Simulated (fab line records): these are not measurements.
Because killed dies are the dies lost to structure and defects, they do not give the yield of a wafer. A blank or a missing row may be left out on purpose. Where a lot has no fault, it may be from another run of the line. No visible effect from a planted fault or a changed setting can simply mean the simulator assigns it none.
Chamber matching | flow n5Finfet | N5_BEOL_M5_ETCH_61 on rieDiel-02: 4 sister chambers
The step etches SiARC in CF4, target depth 15.6 nm, time 26 s. 18 wafers are shown with their chamber, then 9 later ones without.

== WAFERS PAIRED WITH THEIR CHAMBERS ==
wafer  | chamber | drypumpMotorCurrentA (A) | showerheadPlenumPTorr (Torr) | throttleValvePct (%)
L074.3 | 2       | 5.6                      | 2.03                         | 15.65
L074.5 | 1       | 6.2                      | 2.13                         | 15.56
L074.6 | 2       | 5.6                      | 2.03                         | 15.66
L076.1 | 1       | 6.2                      | 2.13                         | 15.57
L076.4 | 2       | 5.6                      | 2.03                         | 15.67
L076.5 | 0       | 5.2                      | 2.11                         | 15.51
L079.1 | 0       | 5.2                      | 2.11                         | 15.52
L079.2 | 1       | 6.2                      | 2.13                         | 15.57
L079.3 | 2       | 5.6                      | 2.03                         | 15.68
L082.3 | 0       | 5.2                      | 2.10                         | 15.53
L082.4 | 3       | 5.5                      | 2.25                         | 15.28
L082.6 | 0       | 5.2                      | 2.11                         | 15.54
L087.1 | 0       | 5.3                      | 2.10                         | 15.54
L087.4 | 3       | 5.5                      | 2.25                         | 15.31
L087.5 | 1       | 6.2                      | 2.12                         | 15.60
L085.1 | 3       | 5.5                      | 2.25                         | 15.30
L085.2 | 2       | 5.6                      | 2.03                         | 15.69
L085.5 | 0       | 5.2                      | 2.10                         | 15.53

SIGNATURES (means of the wafers above)
reading               | chamber 0 | chamber 1 | chamber 2 | chamber 3 | scatter within a chamber
drypumpMotorCurrentA  | 5.217     | 6.200     | 5.600     | 5.500     | 0.0244
showerheadPlenumPTorr | 2.1050    | 2.1275    | 2.0300    | 2.2500    | 0.00401
throttleValvePct      | 15.5283   | 15.5750   | 15.6700   | 15.2967   | 0.0148
Rule: a wafer lies at a distance from a chamber equal to the root of the sum of squares, over the readings, of (its reading less the chamber's mean, divided by the reading's scatter). If the next closest chamber is less than 2 further off than the closest, the wafer can't be placed; otherwise it belongs to the closest. The scatter: the root of (the sum of the squares of (reading less its chamber's mean) over the shown wafers, divided by (wafers less chambers)).

== WAFERS WHOSE CHAMBER IS MISSING ==
wafer  | drypumpMotorCurrentA (A) | showerheadPlenumPTorr (Torr) | throttleValvePct (%)
L088.2 | 5.6                      | 2.25                         | 15.30
L088.4 | 5.6                      | 2.03                         | 15.69
L088.5 | 5.6                      | 2.03                         | 15.69
L090.3 | 5.5                      | 2.24                         | 15.32
L090.4 | 6.2                      | 2.12                         | 15.59
L090.6 | 5.5                      | 2.24                         | 15.30
L091.1 | 6.2                      | 2.12                         | 15.61
L091.5 | 6.2                      | 2.12                         | 15.61
L091.6 | 5.6                      | 2.02                         | 15.71

== EACH ONE'S CHAMBER ==
wafer  | from the rows above | in truth
L088.2 | 3                   | 3
L088.4 | 2                   | 2
L088.5 | 2                   | 2
L090.3 | 3                   | 3
L090.4 | 1                   | 1
L090.6 | 3                   | 3
L091.1 | 1                   | 1
L091.5 | 1                   | 1
L091.6 | 2                   | 2
9 of 9 placed correctly. From these rows, 0 cannot be placed. Wrongly placed: 0.
